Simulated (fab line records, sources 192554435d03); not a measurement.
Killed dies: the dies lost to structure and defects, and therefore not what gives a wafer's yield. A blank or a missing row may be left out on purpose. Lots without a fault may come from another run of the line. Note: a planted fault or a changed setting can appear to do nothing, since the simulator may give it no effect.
A struck lot beside a sound one + flow n5Finfet + 24 out of 1938 route steps
Sound: the wafers L609.2, L609.4, L609.5. Struck: wafers L603.1, L603.4. (L603.3 of the same lot was not struck and is left out.) The cause comes at the end.
At each step with rows: each side's tool, then ch and its chambers, then its first start. Under that, the readings that differ: sound wafers + struck wafers + difference of the means + sigmas: that difference in standard deviations of wafers without a fault.
alike: a reading whose means differ by less than 2 such deviations, as well as words and numbers matching on both sides. not compared: withheld readings; readings where some wafer has no value; bounds like >300 that might hide an equal value; numbers whose values overlap and for which the record gives no deviation.
Wherever a step has rows on one side only, a row that says differs or no value, or a row with sigmas, the two part there. Numbers that don't overlap but have no deviation are shown without sigmas and don't part them. A reading that every wafer of one side lacks parts them only if that side has two wafers or more.

first, 9 steps without rows for these wafers: N5_BEOL_M4_PEB_09 (peb time 60 s); N5_BEOL_M4_DEVELOP_10 (develop time 30 s); N5_BEOL_M4_DESCUM_16 (chemistry O2, time 7 s); N5_BEOL_M4_ETCH_74 (etches underlayer in N2/H2, target depth 6.5 nm, time 5.2 s); N5_BEOL_M4_ETCH_63 (etches SiARC in CF4, target depth 15.6 nm, time 26 s); N5_BEOL_M4_ETCH_64 (etches SOC in N2/H2, target depth 75 nm, overetch 22.5 nm, time 121.9 s); N5_BEOL_M4_STRIP_65 (strips in N2/H2); N5_BEOL_M4_STRIP_75 (strips in N2/H2); N5_BEOL_M4_STRIP_66 (strips in CF4).
N5_BEOL_M4_HM_OPEN_17: chemistry Cl2/BCl3, target TiN, target depth 20 nm, overetch 6 nm.
  sound on rieMetal-03 ch 0,1, day 13 17:10; struck on rieMetal-01 ch 0, day 11 19:43
  alike: bcl3FlowSccm, chamberPressureMTorr, drypumpMotorCurrentA, oesProductAu, throttleValvePct
  not compared: rfHoursCounterH
then, 10 steps without rows for these wafers: N5_BEOL_M4_STRIP_19 (strips in O2); N5_BEOL_M4_COAT_67 (time 60 s, resist thk 60 nm); N5_BEOL_M4_COAT_68 (time 60 s, resist thk 12 nm); N5_BEOL_M4_COAT_76 (time 60 s, resist thk 5 nm); N5_BEOL_M4_COAT_22 (resist thk 30 nm); N5_BEOL_M4_EBR_24; N5_BEOL_M4_SOFTBAKE_23 (time 60 s); N5_BEOL_M4_EXPOSE_25 (exposes mask V3, defocus 5 nm); N5_BEOL_M4_PEB_26 (peb time 60 s); N5_BEOL_M4_DEVELOP_27 (develop time 30 s).
N5_BEOL_M4_INSPECT_30: inspects for defects (brightfield).
  sound on defectInspect-01, day 13 17:53; struck on defectInspect-02, day 11 20:19
| reading        | sound       | struck  | difference | sigmas |
|----------------|-------------|---------|------------|--------|
| rawDefectCount | 424 483 397 | 900 989 | +510       | +5     |
then, 1 step without rows for these wafers: N5_BEOL_M4_DESCUM_33 (chemistry O2, time 7 s).
N5_BEOL_M4_RC_MEAS_101:
  sound on prober-02 ch 0, day 14 05:17; struck on prober-01 ch 0, day 12 19:22
| reading       | sound       | struck  | difference | sigmas |
|---------------|-------------|---------|------------|--------|
| ION_P (uA/um) | 455 479 470 | 441 451 | -22        | -2     |
  alike: DIBL_N, DIBL_P, IOFF_N, IOFF_P, ION_N, SS_N, SS_P, VT_N, VT_P
-- here the record skips 5 days between the struck wafers' starts before and after, leaving off in module BEOL_M4 and picking up in module PASSIVATION (first step shown: number 1936 of the route) --
N5_PASSIVATION_PROBE_49:
  sound on prober-02, day 18 11:35; struck on prober-02, day 17 13:36
| reading                 | sound          | struck    | difference | sigmas |
|-------------------------|----------------|-----------|------------|--------|
| defectLimitedYield (%)  | 92.5 90.8 89.7 | 88.0 87.3 | -3.3       | -2     |
| killed_at_M4_up         | 10 6 23        | 64 72     | +55        | +10    |
| killedDies              | 88 108 122     | 142 150   | +40        | +2     |
| killedOnRim             | 10 15 19       | 19 28     | +9         | +2     |
| sort_bin_5_function (%) | 4.2 5.4 6.5    | 7.4 7.2   | +1.9       | +2     |
  alike: killed_at_M0_to_M3, killedAtContacts, killedAtFrontEnd, killedAtOther, killedOpen, killedShort, sort_bin_6_memory, sort_bin_8_speed, sortNPass, sortYieldPct

## WHERE THEY PART
Earliest at N5_BEOL_M4_INSPECT_30; latest, in this record, at N5_PASSIVATION_PROBE_49.

WHY: the cause the simulator had injected
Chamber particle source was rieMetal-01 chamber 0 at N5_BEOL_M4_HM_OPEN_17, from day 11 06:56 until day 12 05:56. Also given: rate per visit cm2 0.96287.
